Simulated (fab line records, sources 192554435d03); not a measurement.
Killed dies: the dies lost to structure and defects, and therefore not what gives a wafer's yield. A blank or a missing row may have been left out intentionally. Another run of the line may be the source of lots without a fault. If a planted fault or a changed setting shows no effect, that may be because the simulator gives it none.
Split-lot study	flow n5-finfet	21 wafers read from 7 lots, route of 1938 steps

ON THE SPLIT
At N5_PMOS_HMC_CHANNEL_EPI_PEB_07 (peb time 60 s), the setting peb-temp-c was moved away from the recipe's 110 C on 7 of the 21 wafers read, by -3.2% to +2.6%. All remaining wafers had this setting at the recipe value.

BETWEEN THE SPLIT AND THE READING: the file shows 1 step in between
- N5_PMOS_HMC_CHANNEL_EPI_DEVELOP_08: develop time 30 s

THE READING
cd-nm at N5_PMOS_HMC_CHANNEL_EPI_CD_MEAS_09, given in nm (cd target 237.4 nm). On this fab line, fault-free wafers typically give 237.3 nm with a standard deviation of 1 nm.

wafer	tool, chamber at the split	peb-temp-c as run, C	against the recipe	cd-nm, nm	against lot-mates on the recipe
L078.2	litho-track-03, 0	111.6	+1.5%	241.6	+4.9
L078.3	litho-track-03, 0	111.6	+1.5%	241.4	+4.7
L078.5	litho-track-03, 0	110	recipe	236.7	-
L081.1	litho-track-02, 0	110	recipe	237.2	-
L081.2	litho-track-02, 0	110	recipe	237.3	-
L081.4	litho-track-02, 0	110	recipe	237.5	-
L084.1	litho-track-03, 0	112.9	+2.6%	244.2	+6.6
L084.3	litho-track-03, 0	110	recipe	237.1	-
L084.6	litho-track-03, 0	110	recipe	238.0	-
L087.1	litho-track-05, 0	110	recipe	237.4	-
L087.3	litho-track-05, 0	110	recipe	237.6	-
L087.4	litho-track-05, 0	110	recipe	237.6	-
L089.1	litho-track-05, 0	110	recipe	236.3	-
L089.2	litho-track-05, 0	107.9	-1.9%	231.1	-5.2
L089.3	litho-track-05, 0	107.9	-1.9%	230.8	-5.5
L090.1	litho-track-05, 0	106.5	-3.2%	225.7	-10.8
L090.3	litho-track-05, 0	110	recipe	236.5	-
L090.5	litho-track-05, 0	106.5	-3.2%	224.4	-12.1
L094.3	litho-track-02, 0	110	recipe	236.3	-
L094.5	litho-track-02, 0	110	recipe	235.4	-
L094.6	litho-track-02, 0	110	recipe	236.9	-

THE FIT
A straight line over all 21 wafers: cd-nm changes by +3.36 nm for each +1% of peb-temp-c; r = +0.99; the points scatter about the line by 0.82 nm.
The same after taking each lot's own level away (the mean of its wafers on the recipe; 21 wafers): +3.21 nm for each +1%; r = +0.99; scatter 0.72 nm.
That fit puts the effect of the largest move of peb-temp-c on the reading at 10 nm.
The span of the lots' own levels, 236.20 to 237.55 nm, comes to 1.3 times the standard deviation stated above.
The two slopes agree, so the slope changes little with the lot-to-lot level.
Check: for one of the wafers moved furthest among these (-3.2%), held out of the fit, the line's prediction against its lot-mates is -10.1 nm. Against them it came out at -10.8 nm.

OTHER SPLITS ON THESE WAFERS
Other splits were also applied to these wafers ahead of the reading. Each is held against what the fit with the lots' levels taken away leaves over:
other split on the same wafers	wafers away from the commonest value	r with cd-nm (lot level and that fit taken away)
N5_ZERO_LAYER_EXPOSE_08 dose-mj	8	-0.15
N5_ZERO_LAYER_DEVELOP_10 develop-time-s	7	+0.28

THE WHOLE CHAIN: every reading that the file lists as answering this split, in the file's order
step	what it does	reading	change (the file's fit)	r (the file's)
N5_PMOS_HMC_CHANNEL_EPI_CD_MEAS_09	target cd 237.4 nm	cd-nm	+3.13 nm for each +1% of the setting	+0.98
N5_PMOS_HMC_CHANNEL_EPI_DESCUM_14	chemistry O2, time 7.9 s	PMOS_HMC_CHANNEL_EPI.cd-nm (the simulator's own value, which no gauge read)	+3.15 nm for each +1% of the setting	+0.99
N5_PMOS_HMC_CHANNEL_EPI_ETCH_32	etches BARC in N2/H2, stops on SiO2, target depth 85.8 nm, time 50.3 s	PMOS_HMC_CHANNEL_EPI.cd-nm (the simulator's own value, which no gauge read)	+3.23 nm for each +1% of the setting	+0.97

THE FILE'S OWN FIT
cd-nm changes by +3.13 nm for each +1% of peb-temp-c, r = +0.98.
